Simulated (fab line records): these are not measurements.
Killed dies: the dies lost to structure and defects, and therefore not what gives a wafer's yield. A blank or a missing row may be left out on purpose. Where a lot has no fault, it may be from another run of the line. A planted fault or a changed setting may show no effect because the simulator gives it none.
Split-lot trial -- flow n5-finfet -- on a route of 1938 steps: 7 lots, 39 wafers read

== SPLIT DETAILS ==
At N5_BEOL_M0_SAQP_SPACER2_ALD_26 (deposits SiO2, target thk 15 nm, pulse time 1 s, purge time 2 s), the setting target-thk-a was moved away from the recipe's 150 angstrom on 18 of the 39 wafers read, by -32.3% to +35.7%. The other wafers ran this setting at the recipe's value.

== FROM THE SPLIT TO THE READING: what the file shows between them, 2 steps ==
- N5_BEOL_M0_SAQP_SPACER2_ETCHBACK_27: etches SiO2 in CHF3/O2, target depth 22.5 nm, time 11.25 s
- N5_BEOL_M0_SAQP_MANDREL2_REMOVE_110: chemistry HBr/Cl2/O2, target a-Si, stops on SiCN, bt time 10 s

== THE READING ==
At N5_BEOL_M0_SAQP_CD_MEAS_29: cd-nm in nanometres, against a target cd of 14.4 nm. A value of 14.93 nm with a standard deviation of 0.22 nm is what fault-free wafers of this fab line usually give.

wafer,"tool, chamber at the split","target-thk-a as run, angstrom",against the recipe,"cd-nm, nm",against lot-mates on the recipe
L075.1,"ald-sin-01, 1,3,3",150,recipe,14.87,-
L075.2,"ald-sin-01, 0,2,2",126.7,-15.5%,12.35,-2.41
L075.3,"ald-sin-01, 0,2,2",126.7,-15.5%,12.62,-2.14
L075.4,"ald-sin-01, 1,3,3",150,recipe,14.65,-
L075.5,"ald-sin-01, 0,2,2",126.7,-15.5%,13.12,-1.64
L075.6,"ald-sin-01, 1,3,3",150,recipe,14.77,-
L079.1,"ald-sin-03, 3,2,1",150,recipe,14.94,-
L079.2,"ald-sin-03, 3,2,1",150,recipe,15.10,-
L079.3,"ald-sin-03, 0,1,2",118.3,-21.1%,11.90,-3.00
L079.4,"ald-sin-03, 3,2,1",150,recipe,14.66,-
L079.5,"ald-sin-03, 0,1,2",118.3,-21.1%,11.84,-3.06
L079.6,"ald-sin-03, 0,1,2",118.3,-21.1%,11.76,-3.14
L082.1,"ald-sin-03, 2,1,3",119.1,-20.6%,11.67,-3.32
L082.2,"ald-sin-03, 2,1,3",119.1,-20.6%,11.58,-3.41
L082.3,"ald-sin-03, 0",150,recipe,14.75,-
L082.4,"ald-sin-03, 3,0",150,recipe,15.06,-
L082.5,"ald-sin-03, 3,0",150,recipe,15.15,-
L082.6,"ald-sin-03, 2,1,3",119.1,-20.6%,11.75,-3.24
L088.1,"ald-sin-02, 0,0,1",203.5,+35.7%,19.99,+4.77
L088.2,"ald-sin-02, 2,1,2",150,recipe,15.33,-
L088.3,"ald-sin-02, 2,1,2",150,recipe,15.13,-
L088.4,"ald-sin-02, 0,0,1",203.5,+35.7%,20.17,+4.95
L088.5,"ald-sin-02, 0,0,1",203.5,+35.7%,20.52,+5.30
L088.6,"ald-sin-02, 2,1,2",150,recipe,15.19,-
L092.1,"ald-sin-02, 0,1",101.5,-32.3%,10.11,-4.75
L092.2,"ald-sin-02, 2,3,2",150,recipe,14.84,-
L092.3,"ald-sin-02, 0,1",101.5,-32.3%,9.86,-5.00
L092.4,"ald-sin-02, 2,3,2",150,recipe,14.64,-
L092.5,"ald-sin-02, 2,3,2",150,recipe,15.11,-
L092.6,"ald-sin-02, 3",101.5,-32.3%,9.98,-4.88
L093.1,"ald-sin-03, 0,2",150,recipe,14.92,-
L093.3,"ald-sin-03, 0,2",150,recipe,14.56,-
L093.6,"ald-sin-03, 1",150,recipe,14.65,-
L094.1,"ald-sin-02, 2,0,3",105.9,-29.4%,10.91,-4.02
L094.2,"ald-sin-02, 2,0,3",105.9,-29.4%,10.60,-4.33
L094.3,"ald-sin-02, 3,0,2",150,recipe,14.91,-
L094.4,"ald-sin-02, 3,0,2",150,recipe,14.86,-
L094.5,"ald-sin-02, 3,0,2",150,recipe,15.02,-
L094.6,"ald-sin-02, 2,0,3",105.9,-29.4%,10.20,-4.73
If several chambers appear in one row, that row covers several wafers at once and the file leaves open which wafer was in which chamber.

THE FIT
A straight line over all 39 wafers: cd-nm changes by +0.15 nm for each +1% of target-thk-a; r = +1.00; the points scatter about the line by 0.22 nm.
The same after taking each lot's own level away (the mean of its wafers on the recipe; 39 wafers): +0.146 nm for each +1%; r = +1.00; scatter 0.22 nm.
The reading moves by 5.2 nm for the largest change in target-thk-a, on that fit.
Across the lots, their own levels run from 14.710 to 15.217 nm, a range of 2.3 times the standard deviation given above.
Hence the lot-to-lot level has little effect on the slope; both slopes agree.
Check: with one of the wafers moved furthest among these (+35.7%) left out of the fit, the line predicts +5.25 nm for it against its lot-mates. It came out at +4.77 nm against them.

== THE WHOLE CHAIN: every reading that the file lists as answering this split, in the file's order ==
step,what it does,reading,change (the file's fit),r (the file's)
N5_BEOL_M0_SAQP_SPACER2_ALD_26,"deposits SiO2, target thk 15 nm, pulse time 1 s, purge time 2 s","SiO2_of_BEOL_M0_SAQP_SPACER2_ALD_26.thk-nm (the simulator's own value, which no gauge read)",+0.151 nm for each +1% of the setting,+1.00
N5_BEOL_M0_SAQP_MANDREL2_REMOVE_110,"chemistry HBr/Cl2/O2, target a-Si, stops on SiCN, bt time 10 s","BEOL_M0_SAQP.cd-nm (the simulator's own value, which no gauge read)",+0.151 nm for each +1% of the setting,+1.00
N5_BEOL_M0_SAQP_CD_MEAS_29,target cd 14.4 nm,cd-nm,+0.147 nm for each +1% of the setting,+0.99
N5_BEOL_M0_ETCH_138,"etches SiCN in CH3F/O2, target depth 12 nm, time 31.6 s","SiO2_of_BEOL_M0_SAQP_SPACER2_ALD_26.thk-nm (the simulator's own value, which no gauge read)",+0.136 nm for each +1% of the setting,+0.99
N5_BEOL_M0_HM_OPEN_105,"chemistry Cl2/BCl3, target TiN, target depth 12 nm","SiO2_of_BEOL_M0_SAQP_SPACER2_ALD_26.thk-nm (the simulator's own value, which no gauge read)",+0.0956 nm for each +1% of the setting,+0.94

== THE FILE'S OWN FIT ==
cd-nm changes by +0.147 nm for each +1% of target-thk-a, r = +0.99.
